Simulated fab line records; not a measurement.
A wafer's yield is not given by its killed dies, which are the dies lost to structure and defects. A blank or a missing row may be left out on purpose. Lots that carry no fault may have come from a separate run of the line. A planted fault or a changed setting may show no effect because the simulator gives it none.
Lot-split experiment | flow n5-finfet | on a route of 1938 steps: 7 lots, 21 wafers read

## ABOUT THE SPLIT
At N5_PASSIVATION_AL_DEP_21 (deposits Al, target thk 2800 nm, time 170 s), the setting time-s was moved away from the recipe's 170 s on 6 of the 21 wafers read, by -10.9% to +7.7%. For the rest of the wafers, this setting stayed at what the recipe calls for.

Reading taken at the split's own step.

## THE READING
Al_of_PASSIVATION_AL_DEP_21.thk-nm (the simulator's own value, which no gauge read), in nm, at N5_PASSIVATION_AL_DEP_21 (deposits Al, target thk 2800 nm, time 170 s). The file gives no usual value for it. Average 2793 nm, standard deviation 29 nm, over the 15 wafers here run with the recipe.

wafer  | tool, chamber at the split | time-s as run, s | against the recipe | Al_of_PASSIVATION_AL_DEP_21.thk-nm, nm | against lot-mates on the recipe
L074.3 | pvd-sputter-03, -          | 170              | recipe             | 2785                                   | -
L074.4 | pvd-sputter-03, -          | 170              | recipe             | 2799                                   | -
L074.6 | pvd-sputter-03, -          | 170              | recipe             | 2774                                   | -
L076.4 | pvd-sputter-03, -          | 170              | recipe             | 2846                                   | -
L076.5 | pvd-sputter-03, -          | 170              | recipe             | 2850                                   | -
L076.6 | pvd-sputter-03, -          | 170              | recipe             | 2835                                   | -
L079.3 | pvd-sputter-03, -          | 170              | recipe             | 2777                                   | -
L079.5 | pvd-sputter-03, -          | 170              | recipe             | 2788                                   | -
L079.6 | pvd-sputter-03, -          | 170              | recipe             | 2778                                   | -
L085.1 | pvd-sputter-03, -          | 170              | recipe             | 2803                                   | -
L085.2 | pvd-sputter-03, -          | 151.5            | -10.9%             | 2468                                   | -335
L085.6 | pvd-sputter-03, -          | 151.5            | -10.9%             | 2488                                   | -315
L093.4 | pvd-sputter-03, -          | 170              | recipe             | 2757                                   | -
L093.5 | pvd-sputter-03, -          | 170              | recipe             | 2783                                   | -
L093.6 | pvd-sputter-03, -          | 170              | recipe             | 2790                                   | -
L095.1 | pvd-sputter-03, -          | 183.1            | +7.7%              | 2994                                   | +222
L095.2 | pvd-sputter-03, -          | 170              | recipe             | 2772                                   | -
L095.3 | pvd-sputter-03, -          | 183.1            | +7.7%              | 2993                                   | +221
L096.4 | pvd-sputter-02, -          | 170              | recipe             | 2753                                   | -
L096.5 | pvd-sputter-02, -          | 157.1            | -7.6%              | 2561                                   | -192
L096.6 | pvd-sputter-02, -          | 157.1            | -7.6%              | 2596                                   | -157

THE FIT
A straight line over all 21 wafers: Al_of_PASSIVATION_AL_DEP_21.thk-nm changes by +27.9 nm for each +1% of time-s; r = +0.98; the points scatter about the line by 27 nm.
The same after taking each lot's own level away (the mean of its wafers on the recipe; 21 wafers): +28 nm for each +1%; r = +0.99; scatter 17 nm.
That fit puts the effect of the largest move of time-s on the reading at 3e+02 nm.
The span of the lots' own levels, 2753.0 to 2843.7 nm, comes to 3.2 times the standard deviation stated above.
The two slopes are in agreement: the lot-to-lot level therefore moves the slope only a little.
Check: for one of the wafers moved furthest among these (-10.9%), held out of the fit, the line's prediction against its lot-mates is -291 nm. Against them it came out at -335 nm.

## ADDITIONAL SPLITS CARRIED BY THESE WAFERS
Other splits were also applied to these wafers ahead of the reading. Each is held against what the fit with the lots' levels taken away leaves over:
other split on the same wafers    | wafers away from the commonest value | r with Al_of_PASSIVATION_AL_DEP_21.thk-nm (lot level and that fit taken away)
N5_BEOL_M13_COAT_65 spin-rpm      | 7                                    | +0.26
N5_BEOL_M13_COAT_66 spin-rpm      | 5                                    | -0.16
N5_BEOL_M14_EXPOSE_07 dose-mj     | 10                                   | -0.04
N5_BEOL_M14_PEB_08 peb-time-s     | 7                                    | -0.22
N5_BEOL_M15_TRENCH_ETCH_34 time-s | 7                                    | -0.04
N5_BEOL_M15_SPUTTER_44 power-w    | 7                                    | -0.26
N5_BEOL_M15_CMP_49 down-force-psi | 7                                    | +0.22
N5_MIM_BOT_SPUTTER_00 time-s      | 8                                    | -0.03

## FILE'S OWN FIT
Al_of_PASSIVATION_AL_DEP_21.thk-nm changes by +27.9 nm for each +1% of time-s, r = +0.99.
